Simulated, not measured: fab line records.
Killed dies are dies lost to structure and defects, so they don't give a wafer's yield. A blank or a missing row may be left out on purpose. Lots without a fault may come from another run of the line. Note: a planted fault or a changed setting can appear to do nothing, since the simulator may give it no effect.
Comparing a struck lot with a sound one	flow nandHarc	12 out of 1159 route steps
Sound: wafers L446.2, L446.4, L446.6. Struck: wafers L454.1, L454.2, L454.6. At the end, the cause is stated.
Each step with rows lists, per side, the tool, then ch with its chambers, then its first start. Under that, the readings that differ: sound wafers	struck wafers	difference of the means	sigmas: that difference in standard deviations of wafers without a fault.
alike: a reading whose means differ by less than 2 such deviations, as well as words and numbers matching on both sides. not compared: withheld readings; readings where some wafer has no value; bounds like >300 that might hide an equal value; numbers whose values overlap and for which the record gives no deviation.
Wherever a step has rows on one side only, a row that says differs or no value, or a row with sigmas, the two part there. When numbers do not overlap yet have no deviation, they are printed without sigmas and do not part them. Lack of a reading on every wafer of one side parts them only where that side has two or more wafers.

NHARC_A_WL_FILL_INSPECT_15:
  sound: defectInspect-01 at day 18 06:14; struck: defectInspect-02 at day 20 10:35
  alike: rawDefectCount
NHARC_A_CONTACT_DEP_24: deposits SiO2, target thk 500 nm.
  sound on pecvd-04 ch 0,1, day 18 06:19; struck on pecvd-02 ch 0,1,2, day 20 10:43
  alike: heaterPowerW, showerheadVppV, susceptorTempC, throttleValvePct
NHARC_A_CONTACT_DEP_28: deposits aC, target thk 3600 nm.
  sound on aclDep-02 ch 0, day 18 08:58; struck on aclDep-03 ch 0, day 20 12:25
reading	sound	struck	difference	sigmas
susceptorTempC (C)	400.33 399.98 400.06	- - -	no value on the struck wafers	
  alike: throttleValvePct
NHARC_A_CONTACT_DEP_29: deposits SiON, target thk 70 nm.
  sound on pecvd-02 ch 0,1, day 18 10:58; struck on pecvd-01 ch 0,2, day 20 14:37
  alike: heaterPowerW, showerheadVppV, susceptorTempC
then, 5 steps without rows for these wafers: NHARC_A_CONTACT_DEHYDRATE_32 (time 120 s); NHARC_A_CONTACT_HMDS_33 (time 30 s); NHARC_A_CONTACT_COAT_34 (time 75 s); NHARC_A_CONTACT_COAT_35 (time 65 s); NHARC_A_CONTACT_COAT_36 (resist thk 90 nm).
NHARC_A_CONTACT_SOFTBAKE_37: time 55 s.
  sound on lithoTrack-04 ch 0, day 18 11:00; struck on lithoTrack-04 ch 0, day 20 14:00
reading	sound	struck	difference	sigmas
heaterPowerTotalW (W)	188.46 188.49 188.58	194.63 194.57 194.60	+6.09	+51
plateTempC (C)	105.03 105.19 105.01	107.49 107.44 107.55	+2.42	+22
  alike: exhaustPa
then, 1 step without rows for these wafers: NHARC_A_CONTACT_EBR_38.
-- break in the record here, with 4 days between the starts of the struck wafers on either side (left off in module A_CONTACT, picked up again in module END, where the first step shown is number 1159 on the route) --
NHARC_END_SORT_01:
  sound on prober-02 ch 0, day 21 08:52; struck on prober-02 ch 0, day 24 10:58
  alike: killedAtArray, killedAtOther, killedAtPeriphery, killedDies, killedOpen, killedShort

WHERE THEY PART
First at NHARC_A_CONTACT_DEP_28; last, within this record, at NHARC_A_CONTACT_SOFTBAKE_37. Later steps at which nothing parts them and some readings are alike: NHARC_END_SORT_01.

WHY: whatever the simulator had introduced
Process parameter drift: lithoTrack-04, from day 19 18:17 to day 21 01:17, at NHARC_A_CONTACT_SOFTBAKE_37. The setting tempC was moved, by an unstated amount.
